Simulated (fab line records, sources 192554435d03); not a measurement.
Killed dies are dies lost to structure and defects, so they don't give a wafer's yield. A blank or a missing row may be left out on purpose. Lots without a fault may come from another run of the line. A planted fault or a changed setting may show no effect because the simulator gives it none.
Chamber matching | flow n5_finfet | N5_BEOL_M9_STRIP_36 on rie_diel-02: 4 sister chambers
The step strips in N2/H2. 8 wafers are shown with their chamber, then 10 later ones without.

WAFERS WITH THEIR CHAMBER
wafer  | chamber | showerhead_plenum_p_Torr (Torr) | throttle_valve_pct (%)
L081.3 | 0       | 2.57                            | 23.7
L081.5 | 2       | 2.46                            | 23.6
L080.3 | 0       | 2.57                            | 23.6
L082.1 | 3       | 2.46                            | 24.3
L082.4 | 2       | 2.45                            | 23.6
L082.6 | 1       | 2.64                            | 23.4
L090.1 | 3       | 2.46                            | 24.4
L090.4 | 1       | 2.64                            | 23.5

WAFERS WITHOUT THEIR CHAMBER
wafer  | showerhead_plenum_p_Torr (Torr) | throttle_valve_pct (%)
L090.6 | 2.45                            | 23.6
L091.1 | 2.45                            | 23.6
L091.2 | 2.45                            | 24.4
L091.4 | 2.63                            | 23.5
L094.3 | 2.56                            | 23.6
L094.4 | 2.63                            | 23.5
L094.5 | 2.45                            | 24.4
L093.2 | 2.45                            | 23.6
L093.4 | 2.63                            | 23.5
L093.6 | 2.45                            | 24.4

WHICH CHAMBER EACH WENT THROUGH
wafer  | from the rows above | in truth
L090.6 | 2                   | 2
L091.1 | 2                   | 2
L091.2 | 3                   | 3
L091.4 | 1                   | 1
L094.3 | 0                   | 0
L094.4 | 1                   | 1
L094.5 | 3                   | 3
L093.2 | 2                   | 2
L093.4 | 1                   | 1
L093.6 | 3                   | 3
Placed correctly: 10 of 10. Can't be placed from these rows: 0. Placed wrongly: 0.
How it was worked out, from the rows above alone: a wafer's distance from a chamber is the root of the sum, over the readings, of the square of ((its reading less the chamber's mean) divided by the reading's scatter). The wafer belongs to the nearest chamber; if the next one is less than 2 further off, it can't be placed. A chamber's mean is the mean of its shown wafers. The scatter: the root of (the sum of the squares of (reading less its chamber's mean) over the shown wafers, divided by (wafers less chambers)).
